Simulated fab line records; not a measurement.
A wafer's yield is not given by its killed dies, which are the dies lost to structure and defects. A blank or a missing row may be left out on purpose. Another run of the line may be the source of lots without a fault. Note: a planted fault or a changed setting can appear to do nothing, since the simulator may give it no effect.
Lot-split experiment	flow n5 finfet	21 wafers read from 7 lots, route of 1938 steps

## ABOUT THE SPLIT
At N5_FIN_SAQP_PEB_14 (peb time 60 s), the setting peb time s was moved away from the recipe's 60 s on 8 of the 21 wafers read, by -8.5% to +20.6%. All remaining wafers had this setting at the recipe value.

## THE PATH FROM SPLIT TO READING: the file shows 1 step between them
- N5_FIN_SAQP_DEVELOP_15: develop time 30 s

## THE READING
cd nm at N5_FIN_SAQP_CD_MEAS_16, given in nm (cd target 35.6 nm). Fault-free wafers of this fab line usually give 35.6 nm, standard deviation 0.34 nm.

wafer	tool, chamber at the split	peb time s as run, s	against the recipe	cd nm, nm	against lot-mates on the recipe
L075.2	litho track-03, 0	71.32	+18.9%	33.6	-1.6
L075.3	litho track-03, 0	71.32	+18.9%	33.4	-1.8
L075.6	litho track-03, 0	60	recipe	35.2	-
L079.3	litho track-03, 0	60	recipe	35.4	-
L079.4	litho track-03, 0	60	recipe	35.0	-
L079.6	litho track-03, 0	70.94	+18.2%	32.9	-2.3
L081.1	litho track-02, 0	60	recipe	35.8	-
L081.2	litho track-02, 0	60	recipe	35.5	-
L081.4	litho track-02, 0	60	recipe	35.9	-
L088.1	litho track-03, 0	60	recipe	35.6	-
L088.2	litho track-03, 0	54.9	-8.5%	36.2	+0.8
L088.4	litho track-03, 0	60	recipe	35.2	-
L091.2	litho track-02, 0	60	recipe	35.7	-
L091.4	litho track-02, 0	72.37	+20.6%	33.7	-2.1
L091.6	litho track-02, 0	60	recipe	35.9	-
L095.1	litho track-02, 0	60	recipe	35.4	-
L095.3	litho track-02, 0	63.9	+6.5%	35.1	-0.5
L095.4	litho track-02, 0	60	recipe	35.9	-
L096.4	litho track-04, 0	60	recipe	35.4	-
L096.5	litho track-04, 0	68.49	+14.1%	34.0	-1.4
L096.6	litho track-04, 0	68.49	+14.1%	33.8	-1.6

THE FIT
A straight line over all 21 wafers: cd nm changes by -0.108 nm for each +1% of peb time s; r = -0.95; the points scatter about the line by 0.31 nm.
The same after taking each lot's own level away (the mean of its wafers on the recipe; 21 wafers): -0.102 nm for each +1%; r = -0.98; scatter 0.2 nm.
On that fit, the largest move of peb time s shifts the reading by 2.1 nm.
From 35.20 to 35.80 nm: that is the span of the lots' own levels, equal to 1.8 times the standard deviation above.
Hence the lot-to-lot level has little effect on the slope; both slopes agree.
Check: with one of the wafers moved furthest among these (+20.6%) left out of the fit, the line predicts -2.1 nm for it against its lot-mates. It came out at -2.1 nm against them.

## THESE WAFERS: OTHER SPLITS
Before the reading, these wafers also passed through other splits. Each is held against what the fit with the lots' levels taken away leaves over:
other split on the same wafers	wafers away from the commonest value	r with cd nm (lot level and that fit taken away)
N5_WELL_APT_COAT_02 spin rpm	8	-0.22
N5_PMOS_HMC_CHANNEL_EPI_ETCH_32 bias w	7	+0.21
N5_FIN_SAQP_PECVD_06 time s	8	+0.06

## FILE'S OWN FIT
cd nm changes by -0.104 nm for each +1% of peb time s, r = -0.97.
